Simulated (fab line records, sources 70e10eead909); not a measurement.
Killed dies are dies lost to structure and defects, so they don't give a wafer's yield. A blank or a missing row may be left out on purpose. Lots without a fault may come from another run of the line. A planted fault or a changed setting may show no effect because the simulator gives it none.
Tool commonality check | flow nand_harc | 12 lots, 36 wafers sampled

WHY IT WAS OPENED
At NHARC_P_STI_CD_MEAS_09 the reading cd_nm is flagged on 1 of 12 lots. Wafers without a fault read 199.9 nm, standard deviation 1.7.
Rule: a lot is flagged when every wafer of it that has a number lies more than 4 standard deviations from that mean, or none has a number. The other lots count as sound.

lot  | measured     | on        | cd_nm (nm), wafer by wafer | flag
L444 | day 2 23:00  | cd_sem-01 | 198.1 198.8 200.6          |
L445 | day 3 07:37  | cd_sem-01 | 199.6 200.3 198.5          |
L446 | day 3 16:50  | cd_sem-02 | 201.5 201.9 199.9          |
L448 | day 4 10:55  | cd_sem-01 | 199.8 198.7 199.7          |
L450 | day 5 06:55  | cd_sem-03 | 197.1 200.9 198.8          |
L451 | day 5 18:29  | cd_sem-01 | 201.9 203.1 201.7          |
L453 | day 6 15:28  | cd_sem-03 | 198.2 199.4 197.8          |
L454 | day 7 04:26  | cd_sem-03 | 214.6 215.2 214.5          | FLAGGED
L455 | day 7 13:49  | cd_sem-03 | 200.9 199.2 200.5          |
L464 | day 11 06:17 | cd_sem-02 | 203.9 201.2 201.9          |
L465 | day 11 12:08 | cd_sem-03 | 197.0 197.4 196.7          |
L466 | day 12 00:43 | cd_sem-02 | 202.6 203.4 202.9          |
The numbers of the flagged lots are 214.8 nm on average: +14.9 nm against the usual, or +9 standard deviations.

WHICH TOOL RAN EACH LOT
The record holds 1 process step before the reading, out of a route of 1302 steps. In each cell: the tool, then ch and the chambers that the sampled wafers went through, then the start.
lot  | flag    | NHARC_P_STI_EXPOSE_06
L444 |         | krf_scanner-03 ch 0, day 2 22:51
L445 |         | krf_scanner-02 ch 0, day 3 07:28
L446 |         | krf_scanner-02 ch 0, day 3 16:41
L448 |         | krf_scanner-03 ch 0, day 4 10:46
L450 |         | krf_scanner-02 ch 0, day 5 06:46
L451 |         | krf_scanner-03 ch 0, day 5 18:20
L453 |         | krf_scanner-04 ch 0, day 6 15:19
L454 | FLAGGED | krf_scanner-03 ch 0, day 7 04:17
L455 |         | krf_scanner-03 ch 0, day 7 13:40
L464 |         | krf_scanner-04 ch 0, day 11 06:08
L465 |         | krf_scanner-03 ch 0, day 11 11:59
L466 |         | krf_scanner-04 ch 0, day 12 00:34
What these steps do:
- NHARC_P_STI_EXPOSE_06: exposes mask P STI, target cd 200 nm.
- NHARC_P_STI_CD_MEAS_09: target cd 200 nm.

FLAGGED OVER TOTAL, TOOL BY TOOL (the gauges that took the reading come last)
step                   | tool           | lots run | flagged | share of the flagged lots | sound lots run after its first flagged lot
NHARC_P_STI_EXPOSE_06  | krf_scanner-02 | 3        | 0       | none                      | -
NHARC_P_STI_EXPOSE_06  | krf_scanner-03 | 6        | 1       | all                       | 2 (L455,L465)
NHARC_P_STI_EXPOSE_06  | krf_scanner-04 | 3        | 0       | none                      | -
NHARC_P_STI_CD_MEAS_09 | cd_sem-01      | 4        | 0       | none                      | -
NHARC_P_STI_CD_MEAS_09 | cd_sem-02      | 3        | 0       | none                      | -
NHARC_P_STI_CD_MEAS_09 | cd_sem-03      | 5        | 1       | all                       | 2 (L455,L465)

WHAT THE TABLE ALLOWS
2 rows of the table ran every flagged lot: krf_scanner-03 at NHARC_P_STI_EXPOSE_06, cd_sem-03 at NHARC_P_STI_CD_MEAS_09.
- krf_scanner-03 at NHARC_P_STI_EXPOSE_06: 1 of its 6 lots flagged. Sound lots ran on it after the first flagged one (L455, L465), which a lasting fault on the whole tool wouldn't allow.
- cd_sem-03 at NHARC_P_STI_CD_MEAS_09: 1 of its 5 lots flagged. Sound lots ran on it after the first flagged one (L455, L465), which a lasting fault on the whole tool wouldn't allow.
No row of the table ran every flagged lot and no sound lot after the first.

WHAT THE SIMULATOR HAD PUT IN
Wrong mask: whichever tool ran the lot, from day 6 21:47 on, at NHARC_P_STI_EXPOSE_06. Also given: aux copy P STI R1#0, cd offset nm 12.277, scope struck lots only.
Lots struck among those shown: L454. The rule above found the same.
